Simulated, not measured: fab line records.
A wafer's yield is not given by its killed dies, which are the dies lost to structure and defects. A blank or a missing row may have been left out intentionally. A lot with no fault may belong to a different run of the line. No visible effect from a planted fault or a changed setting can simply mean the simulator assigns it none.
Problem report, 8D (eight disciplines) form, completed by code + flow n5_finfet + the parts of the form that need people (team, actions taken, sign-off) are left out

1. THE ISSUE
Mean of spin_speed_rpm at N5_BEOL_M3_COAT_76: 1460.2 rpm across 6 wafers in 2 lots; on wafers with no fault it is 1500.1 rpm (standard deviation 0.93). That puts it -43 standard deviations away from the usual mean.
The step: time 60 s, resist thk 5 nm.
First observed at day 8 07:17: wafer L775.1, on litho_track-05. At this step, 30 wafers from 12 lots have a number in the record. Rule for "out", or "out of limits": more than 4 standard deviations from the usual mean. The other wafers with a number count as sound.

2. WHAT IT IS AND WHAT IT IS NOT
| question                    | is                     | is not                                                                                                  |
|-----------------------------|------------------------|---------------------------------------------------------------------------------------------------------|
| which readings at this step | spin_speed_rpm         | -                                                                                                       |
| which lots                  | L775, L779             | L771, L772, L774, L786, L787, L788, L789, L792, L793, L794                                              |
| which wafers of those lots  | all that have a number | -                                                                                                       |
| read on which tools         | litho_track-05         | litho_track-01, litho_track-04                                                                          |
| when                        | from day 8 07:17       | up to then (7 sound wafers); but 17 sound wafers of L786, L787, L788, L789, L792, L793, L794 came after |

3. SUSPECTS, AND WHAT RULES EACH OUT
Counting: a tool at any process step up to the reading remains a suspect when it ran all the lots that are out and ran no sound lot after the first of those.
- rie_diel-06 at N5_BEOL_M3_STRIP_66 (strips in CF4): ruled out as a lasting fault. Sound lots L787, L792, L794 ran on it after its first lot that is out, L775 (day 8 07:02).
- litho_track-05 at N5_BEOL_M3_COAT_76 (time 60 s, resist thk 5 nm): ruled out as a lasting fault. Sound lots L792, L793 ran on it after its first lot that is out, L775 (day 8 07:17).
Left after counting: nothing in the record.

4. THE CAUSE (what the simulator had put in)
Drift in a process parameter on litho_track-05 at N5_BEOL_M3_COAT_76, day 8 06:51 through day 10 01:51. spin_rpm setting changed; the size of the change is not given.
Counting ruled it out, wrongly.

5. THE EFFECT CHAIN, in route order
Each row: a reading where the mean over the struck wafers with a number is more than 3 standard deviations away from the usual. Only readings for which the record gives a usual standard deviation are gone through. hours: the time from each lot's start at the first step in this table that gives one to its start at this step, as a median over the lots. sigmas: the change in usual standard deviations.
| hours | step               | reading        | usual      | on struck wafers | change | sigmas |
|-------|--------------------|----------------|------------|------------------|--------|--------|
| 0     | N5_BEOL_M3_COAT_76 | spin_speed_rpm | 1500.1 rpm | 1460.2           | -39.9  | -43    |
It contains these process steps:
- N5_BEOL_M3_COAT_76: time 60 s, resist thk 5 nm.
Later steps that measure or inspect, where all struck wafers having a row at the step show a number for every such reading and not one has moved that far: N5_BEOL_M3_CD_MEAS_28, N5_BEOL_M4_RC_MEAS_101.

6. WHAT WOULD HAVE CAUGHT IT SOONER
First out-of-limits reading in this record: day 8 07:17, which is 0 hours after fault onset at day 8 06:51.
